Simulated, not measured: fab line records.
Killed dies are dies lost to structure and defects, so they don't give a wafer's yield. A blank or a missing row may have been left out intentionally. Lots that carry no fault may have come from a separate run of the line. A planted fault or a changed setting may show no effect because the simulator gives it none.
Matching of chambers ; flow n5_finfet ; N5_GATE_CUT_SAC_CAP_01 on ald_sin-02 has 4 sister chambers
The step material SiNx, target thk 24 nm, pulse time 1 s, ald cycles 480. 14 wafers are shown with their chamber, then 7 later ones without.

## WAFERS WITH THEIR CHAMBER
wafer;chamber;heater_power_w (W);precursor_pulse_height_rel
L075.2;3;950;0.995
L075.4;1;864;1.015
L075.6;3;949;1.029
L089.2;3;932;1.039
L089.3;1;832;0.985
L089.5;3;941;1.005
L090.1;1;855;1.006
L090.2;2;900;1.000
L090.3;3;925;1.012
L090.4;0;1012;0.988
L090.5;2;898;0.980
L090.6;1;846;1.006
L092.1;2;906;1.003
L092.2;3;933;0.998

SIGNATURES (averages over the wafers above)
reading;chamber 0;chamber 1;chamber 2;chamber 3;scatter within a chamber
heater_power_w;1012.00;849.25;901.33;938.33;10.5
precursor_pulse_height_rel;0.98800;1.00300;0.99433;1.01300;0.0153
Rule: distance of a wafer from a chamber = root of the sum over the readings of ((wafer's reading minus chamber's mean) / reading's scatter) squared. If the next closest chamber is less than 2 further off than the closest, the wafer can't be placed; otherwise it belongs to the closest. How the scatter is found: for the shown wafers, subtract from each reading the mean of its chamber, square and add these, divide the total by (wafers less chambers), then take the root.

## WAFERS WITH NO CHAMBER GIVEN
wafer;heater_power_w (W);precursor_pulse_height_rel
L092.3;882;0.988
L095.2;887;0.976
L095.3;924;1.041
L095.4;1014;0.999
L097.2;856;0.975
L097.4;899;1.008
L097.5;1012;1.008

## CHAMBER TAKEN BY EACH
wafer;from the rows above;in truth
L092.3;can't be placed: 2 or 1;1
L095.2;2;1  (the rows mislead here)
L095.3;can't be placed: 3 or 2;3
L095.4;0;0
L097.2;1;1
L097.4;2;2
L097.5;0;0
Correct placement for 4 of the 7. Can't be placed from these rows: 2 (the true chamber is among the candidates in 2). Number placed wrongly: 1.
